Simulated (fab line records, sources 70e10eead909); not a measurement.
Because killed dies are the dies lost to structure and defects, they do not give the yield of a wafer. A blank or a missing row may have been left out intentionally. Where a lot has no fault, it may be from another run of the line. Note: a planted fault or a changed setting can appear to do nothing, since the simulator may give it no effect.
Code-filled problem report in 8D (eight disciplines) form ; flow nand_harc ; the parts of the form that need people (team, actions taken, sign-off) are left out

## 1. WHAT IS WRONG
Mean of oes_product_au at NHARC_A_CHANNEL_FILL_D1_ETCHBACK_19: 0.740 a.u. across 3 wafers in 2 lots; on wafers with no fault it is 1.003 a.u. (standard deviation 0.0096). That is -27 standard deviations from the usual mean.
The step: etches the open film in HBr/Cl2, target depth 5 nm, time 1.7 s.
First observed at day 13 04:03: wafer L580.2, on rie_si-06. The record holds 42 wafers of 14 lots with a number at this step. The rule behind "out" and "out of limits": a value lying over 4 standard deviations away from the usual mean. Any other wafer with a number is counted as sound.

## 2. WHAT THIS IS AND IS NOT
question;is;is not
which readings at this step;oes_product_au;drypump_motor_current_A, throttle_valve_pct
which lots;L580, L582;L572, L573, L574, L576, L577, L579, L584, L587, L588, L589, L592, L594
which wafers of those lots;L580.2, L580.4, L582.6;L580.3, L582.1, L582.3
read on which tools;rie_si-06;rie_si-02, rie_si-04
when;from day 13 04:03;"up to then (19 sound wafers); but 20 sound wafers of L582, L584, L587, L588, L589, L592, L594 came after"

## 3. THE SUSPECTS, EACH WITH WHAT RULES IT OUT
Counting: if a tool at a process step up to the reading ran every lot that is out, it stays a suspect. Sound lots after the first of them don't rule it out here, since some wafers of a struck lot are sound.
- rie_si-06 at NHARC_A_CHANNEL_FILL_D1_ETCHBACK_19 (etches the open film in HBr/Cl2, target depth 5 nm, time 1.7 s): kept. Every lot that is out went through it, the first being L580 (day 13 04:03); the last sound lot it ran before that was L576 (day 11 20:26). Its own readings are out on those wafers: oes_product_au.
The count leaves rie_si-06 at NHARC_A_CHANNEL_FILL_D1_ETCHBACK_19.

## 4. THE CAUSE (what the simulator had put in)
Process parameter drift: rie_si-06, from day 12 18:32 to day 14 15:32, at NHARC_A_CHANNEL_FILL_D1_ETCHBACK_19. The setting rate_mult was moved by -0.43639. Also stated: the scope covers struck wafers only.
The count eliminated every tool but this one.

## 5. THE CHAIN OF EFFECTS, in route order
Each row: a reading where the mean over the struck wafers with a number is more than 3 standard deviations away from the usual. Only readings whose record carries a usual standard deviation are examined. hours: median over the lots of the time between each lot's start at the first step of this table that gives one and its start at this step. sigmas: the change, counted in usual standard deviations.
hours;step;reading;usual;on struck wafers;change;sigmas
0;NHARC_A_CHANNEL_FILL_D1_ETCHBACK_19;oes_product_au;1.003 a.u.;0.740;-0.263;-27
Here are the process steps it includes:
- NHARC_A_CHANNEL_FILL_D1_ETCHBACK_19: etches the open film in HBr/Cl2, target depth 5 nm, time 1.7 s.

## 6. WHAT WOULD HAVE CAUGHT IT SOONER
The fault began at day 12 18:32; the first out-of-limits reading in this record came at day 13 04:03, 10 hours later.
